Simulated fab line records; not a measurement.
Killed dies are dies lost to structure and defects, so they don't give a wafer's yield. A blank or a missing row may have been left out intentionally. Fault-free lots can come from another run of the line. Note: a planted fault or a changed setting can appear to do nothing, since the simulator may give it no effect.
A lot that was struck, set against a sound lot -- flow n5_finfet -- 40 out of 1938 route steps
Sound: these wafers, L663.2, L663.3, L663.4. Wafers L666.4, L666.5, L666.6 were the ones struck. At the end, the cause is stated.
For every step that has rows: the tool of each side, followed by ch and its chambers, followed by its first start. Under that, the readings that differ: sound wafers -- struck wafers -- difference of the means -- sigmas: that difference in standard deviations of wafers without a fault.
alike: words and numbers the same on both sides, and readings whose means are apart by under 2 such deviations; not compared: readings that were withheld, readings missing a value for some wafer, numbers with overlapping values and no deviation given by the record, and bounds like >300 which may hide the same value.
The two part at a step that has a row with sigmas, a row that says differs or no value, or rows on one side only. Numbers that have no deviation but don't overlap get no sigmas and don't part them. A reading missing from all wafers of one side parts the sides only when that side holds two or more wafers.

first, 12 steps without rows for these wafers: N5_HKMG_FIN_ETCH_54 (etches SiARC in CF4, target depth 45.5 nm, time 75.8 s); N5_HKMG_FIN_ETCH_55 (etches SOC in N2/H2, target depth 240 nm, time 300 s); N5_HKMG_FIN_STRIP_56 (strips in N2/H2); N5_HKMG_FIN_STRIP_57 (strips in CF4); N5_HKMG_FIN_ETCH_58 (etches SOC in N2/H2, target depth 215.8 nm, time 741 s); N5_HKMG_FIN_STRIP_93 (strips SOC in N2/H2, time 20 s); N5_HKMG_FIN_WET_ETCH_76 (etches Al2O3 in dNH4OH, stops on La2O3, target depth 2.25 nm, rinse time 30 s); N5_HKMG_FIN_STRIP_60 (strips in N2/H2, time 360 s); N5_HKMG_FIN_WET_ETCH_77 (etches La2O3 in dHCl, stops on HfO2, target depth 2 nm); N5_HKMG_FIN_WET_ETCH_78 (etches Al2O3 in dNH4OH, stops on La2O3, target depth 4.5 nm, rinse time 30 s); N5_HKMG_FIN_ALD_79 (deposits TiN, target thk 1.5 nm, pulse time 1 s, purge time 3 s); N5_HKMG_FIN_CVD_62 (deposits a-Si from Si2H6, target thk 3 nm, time 20.8 s).
N5_HKMG_FIN_RTA_80: time 2 s.
  sound on rtp_anneal-01 ch 0, day 4 23:33; struck on rtp_anneal-02 ch 0, day 5 13:49
then, 25 steps without rows for these wafers: N5_HKMG_FIN_PRECLEAN_64 (cleans in dHF, time 30 s); N5_HKMG_FIN_WET_ETCH_65 (etches a-Si in TMAH, stops on TiN, time 49 s, target depth 3 nm); N5_HKMG_FIN_WET_ETCH_81 (etches TiN in SC1, stops on HfO2, time 57 s, target depth 6 nm); N5_HKMG_FIN_WET_ETCH_82 (etches La2O3 in dHCl, stops on HfO2, target depth 2 nm, rinse time 30 s); N5_HKMG_FIN_ALD_36 (deposits TiN, target thk 1 nm, pulse time 1 s, purge time 3 s); N5_HKMG_FIN_PWFM_ALD_03 (deposits TiN, target thk 2 nm, pulse time 1 s, purge time 3 s); N5_HKMG_FIN_COAT_29 (time 60 s, resist thk 300 nm); N5_HKMG_FIN_COAT_30 (time 60 s, resist thk 35 nm); N5_HKMG_FIN_COAT_06 (resist thk 90 nm); N5_HKMG_FIN_EBR_08; N5_HKMG_FIN_SOFTBAKE_07 (time 60 s); N5_HKMG_FIN_EXPOSE_09 (exposes mask NWFM); N5_HKMG_FIN_PEB_10 (peb time 60 s); N5_HKMG_FIN_DEVELOP_11 (develop time 30 s); N5_HKMG_FIN_DESCUM_17 (chemistry O2, time 7.9 s); N5_HKMG_FIN_ETCH_31 (etches SiARC in CF4, target depth 45.5 nm, time 75.8 s); N5_HKMG_FIN_ETCH_32 (etches SOC in N2/H2, target depth 240 nm, time 300 s); N5_HKMG_FIN_STRIP_33 (strips in N2/H2); N5_HKMG_FIN_STRIP_34 (strips in CF4); N5_HKMG_FIN_ETCH_35 (etches SOC in N2/H2, target depth 215.8 nm, time 243.4 s); N5_HKMG_FIN_STRIP_92 (strips SOC in N2/H2, time 20 s); N5_HKMG_FIN_WET_ETCH_18 (etches TiN in SC1, time 55 s, target depth 5.2 nm, rinse time 30 s); N5_HKMG_FIN_STRIP_19 (strips in N2/H2, time 360 s); N5_HKMG_FIN_ALD_91 (deposits TiN, target thk 1 nm, pulse time 1 s, purge time 3 s); N5_HKMG_FIN_COAT_85 (time 60 s, resist thk 300 nm).
-- a jump in the record: the struck wafers' starts before and after are 6 days apart (it breaks off in module HKMG_FIN and resumes in module BEOL_M4, where the first step shown is number 1111 of the route) --
N5_BEOL_M4_RC_MEAS_101:
  sound on prober-02 ch 0, day 10 23:16; struck on prober-01 ch 0, day 11 17:16
reading,sound,struck,difference,sigmas
IOFF_P (nA/um),0.23 0.22 0.26,0.69 0.45 0.39,+0.27,+6
IOFF_P_85C (nA/um),3.8 3.8 4.3,9.9 6.9 6.2,+3.7,+5
IOFF_P_LIN (nA/um),0.107 0.106 0.118,0.306 0.227 0.206,+0.136,+8
IOFF_P_LONG (nA/um),0.000117 0.000122 0.000123,0.000219 0.000217 0.000219,+0.000098,+13
ION_P (uA/um),465 474 474,512 497 487,+28,+3
VT_N_LVT (mV),101 101 101,116 126 131,+23,+6
VT_P (mV),-247 -245 -245,-221 -226 -229,+20,+5
VT_P_LONG (mV),-272.7 -270.1 -268.8,-249.8 -251.7 -249.0,+20.4,+7
  alike: DIBL_N, DIBL_P, IOFF_N, ION_N, SS_N, SS_P, VT_N
-- here the record skips 4 days between the struck wafers' starts before and after, leaving off in module BEOL_M4 and picking up in module PASSIVATION (first step shown: number 1936 of the route) --
N5_PASSIVATION_PROBE_49:
  rows exist in the record for the struck wafers here (prober-01, day 16 03:22), but not for the sound ones

## WHERE THEY PART
At N5_BEOL_M4_RC_MEAS_101 first; at N5_PASSIVATION_PROBE_49 last (within this record only).

WHY: the cause the simulator had injected
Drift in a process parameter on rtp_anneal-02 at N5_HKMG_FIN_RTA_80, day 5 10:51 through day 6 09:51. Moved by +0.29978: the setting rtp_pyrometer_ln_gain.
